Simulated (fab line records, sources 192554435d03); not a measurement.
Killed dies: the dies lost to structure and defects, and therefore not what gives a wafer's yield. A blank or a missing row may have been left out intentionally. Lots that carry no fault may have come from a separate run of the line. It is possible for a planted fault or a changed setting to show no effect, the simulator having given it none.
A lot that was struck, set against a sound lot || flow n5Finfet || 14 out of 1938 route steps
Sound: the wafers L740.1, L740.2, L740.5. Struck: wafers L748.2, L748.3 (left out: L748.4, a lot-mate that was not struck); the cause follows at the end.
Order at every step that has rows: each side's tool, ch and its chambers, its first start. Under that, the readings that differ: sound wafers || struck wafers || difference of the means || sigmas: that difference in standard deviations of wafers without a fault.
alike: same words and numbers on both sides, and readings whose means sit less than 2 such deviations apart. not compared: any withheld reading, any reading some wafer has no value for, any bound like >300 that may hide the same value, and any number with overlapping values for which the record gives no deviation.
A row with sigmas, a row that says differs or no value, or rows on one side alone: a step with any of these is where the two part. Numbers that don't overlap but have no deviation are shown without sigmas and don't part them. A reading that every wafer of one side lacks parts them only if that side has two wafers or more.

first, 1 step without rows for these wafers: N5_BEOL_M8_CURE_75 (cures SiCOH lowk, time 120 s).
N5_BEOL_M8_DEGAS_44: time 60 s.
  sound on pvdSputter-02, day 11 00:12; struck on pvdSputter-01, day 13 01:49
  alike: heaterPowerW, susceptorTempC
then, 1 step without rows for these wafers: N5_BEOL_M8_PRE_CLEAN_45 (time 30 s).
N5_BEOL_M8_ALD_77: deposits TaN, target thk 2 nm, pulse time 2 s, purge time 3 s.
  sound on aldMetal-02 ch 0,1,3, day 11 00:18; struck on aldMetal-04 ch 2,3, day 13 01:55
  alike: heaterPowerW, susceptorTempC
  not compared: sinceWetCleanH
N5_BEOL_M8_SURFACE_TREAT_79:
  sound on pvdSputter-02, day 11 00:37; struck on pvdSputter-01, day 13 05:39
  not compared: pressureMtorr, throttleValvePct
then, 1 step without rows for these wafers: N5_BEOL_M8_CVD_78 (deposits Co from CCTBA/H2, target thk 2 nm, time 142.3 s).
N5_BEOL_M8_SPUTTER_48: material Cu, target thk 10 nm, time 1.667 s.
  sound on pvdSputter-03, day 11 00:53; struck on pvdSputter-03, day 13 05:59
  alike: susceptorTempC, throttleValvePct
then, 2 steps without rows for these wafers: N5_BEOL_M8_ECD_50 (material Cu, target thk 300 nm); N5_BEOL_M8_ANNEAL_51 (time 90 s).
N5_BEOL_M8_CMP_52: polishes, stops on SiCOH lowk, t overpolish 6.9 s, target thk 80 nm.
  sound on cmp-04 ch 0,1,3, day 11 01:40; struck on cmp-02 ch 1,2, day 13 06:29
{"reading": "barrierFieldEndpointS (s)", "sound": "28.9 29.0 29.4", "struck": "27.9 27.0", "difference": -1.6, "sigmas": -2}
  alike: motorCurrentA, overpolishRunS, timeToEndpointS
N5_BEOL_M8_THK_MEAS_53: measures by xrf.
  sound on filmMetro-02, day 11 01:57; struck on filmMetro-01, day 13 06:47
  alike: M8_THK
then, 1 step without rows for these wafers: N5_BEOL_M8_PRE_CLEAN_55 (time 15 s).
N5_BEOL_M8_DEP_56: deposits SiCN from 3MS/NH3, target thk 10 nm, time 17.5 s.
  sound on pecvd-01 ch 1,2, day 11 02:01; struck on pecvd-01 ch 1,2, day 13 06:50
{"reading": "model.SiCN_of_BEOL_M8_DEP_56.thkNm (nm)", "sound": "9.6 9.8 10.2", "struck": "11.2 11.6", "difference": "+1.5", "sigmas": ""}
  alike: showerheadPlenumPTorr, throttleValvePct
  not compared: sinceWetCleanH
N5_BEOL_M8_RS_MEAS_57: the measuring method here is four-point-probe.
  sound on filmMetro-01, day 11 02:05; struck on filmMetro-01, day 13 06:55
  alike: M8_RS

## WHERE THEY PART
Within this record, at N5_BEOL_M8_CMP_52 only. Later steps at which nothing parts them and some readings are alike: N5_BEOL_M8_THK_MEAS_53, N5_BEOL_M8_DEP_56, N5_BEOL_M8_RS_MEAS_57.

WHY: whatever the simulator had introduced
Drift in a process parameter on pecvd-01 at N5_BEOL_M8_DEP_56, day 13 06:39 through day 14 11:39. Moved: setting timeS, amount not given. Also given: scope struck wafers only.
